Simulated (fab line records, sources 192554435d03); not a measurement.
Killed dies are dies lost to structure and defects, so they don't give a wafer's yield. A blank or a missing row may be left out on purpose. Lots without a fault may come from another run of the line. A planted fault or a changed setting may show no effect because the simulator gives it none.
Chamber matching | flow n5_finfet | N5_MOL_CONTACT_COAG_ETCH_47 on rie_diel-02: 4 sister chambers
The step etches SiNx in CH3F/O2, stops on W, target depth 27 nm. 16 wafers are shown with their chamber, then 8 later ones without.

WAFERS WITH THEIR CHAMBER
wafer  | chamber | showerhead_plenum_p_Torr (Torr) | rf_vpp_V (V) | throttle_valve_pct (%)
L074.2 | 2       | 1.92                            | 299          | 16.16
L074.3 | 3       | 1.97                            | 287          | 16.33
L074.4 | 0       | 2.03                            | 297          | 16.07
L081.2 | 1       | 2.05                            | 305          | 16.72
L081.4 | 1       | 2.05                            | 304          | 16.74
L081.5 | 0       | 2.02                            | 298          | 16.11
L083.1 | 0       | 2.02                            | 296          | 16.11
L083.2 | 3       | 1.97                            | 287          | 16.35
L083.6 | 0       | 2.02                            | 296          | 16.13
L084.3 | 3       | 1.97                            | 287          | 16.36
L084.5 | 0       | 2.02                            | 298          | 16.13
L084.6 | 2       | 1.91                            | 298          | 16.21
L088.1 | 0       | 2.01                            | 297          | 16.16
L088.4 | 1       | 2.05                            | 303          | 16.26
L088.5 | 1       | 2.05                            | 304          | 16.27
L089.3 | 2       | 1.91                            | 299          | 16.21

SIGNATURES (means of the wafers above)
reading                  | chamber 0 | chamber 1 | chamber 2 | chamber 3 | scatter within a chamber
showerhead_plenum_p_Torr | 2.0200    | 2.0500    | 1.9133    | 1.9700    | 0.00471
rf_vpp_V                 | 297.00    | 304.00    | 298.67    | 287.00    | 0.745
throttle_valve_pct       | 16.1183   | 16.4975   | 16.1933   | 16.3467   | 0.136
Rule: a wafer's distance from a chamber is the root of the sum, over the readings, of the square of ((its reading less the chamber's mean) divided by the reading's scatter). The wafer belongs to the nearest chamber; if the next one is less than 2 further off, it can't be placed. The scatter: the root of (the sum of the squares of (reading less its chamber's mean) over the shown wafers, divided by (wafers less chambers)).

WAFERS WITHOUT THEIR CHAMBER
wafer  | showerhead_plenum_p_Torr (Torr) | rf_vpp_V (V) | throttle_valve_pct (%)
L089.5 | 1.91                            | 298          | 16.22
L089.6 | 1.96                            | 288          | 16.38
L093.1 | 2.01                            | 298          | 16.19
L093.2 | 1.96                            | 287          | 16.37
L093.4 | 1.91                            | 298          | 16.24
L096.3 | 2.04                            | 304          | 16.30
L096.5 | 1.96                            | 287          | 16.40
L096.6 | 1.91                            | 299          | 16.25

WHICH CHAMBER EACH WENT THROUGH
wafer  | from the rows above | in truth
L089.5 | 2                   | 2
L089.6 | 3                   | 3
L093.1 | 0                   | 0
L093.2 | 3                   | 3
L093.4 | 2                   | 2
L096.3 | 1                   | 1
L096.5 | 3                   | 3
L096.6 | 2                   | 2
Placed correctly: 8 of 8. Can't be placed from these rows: 0. Placed wrongly: 0.
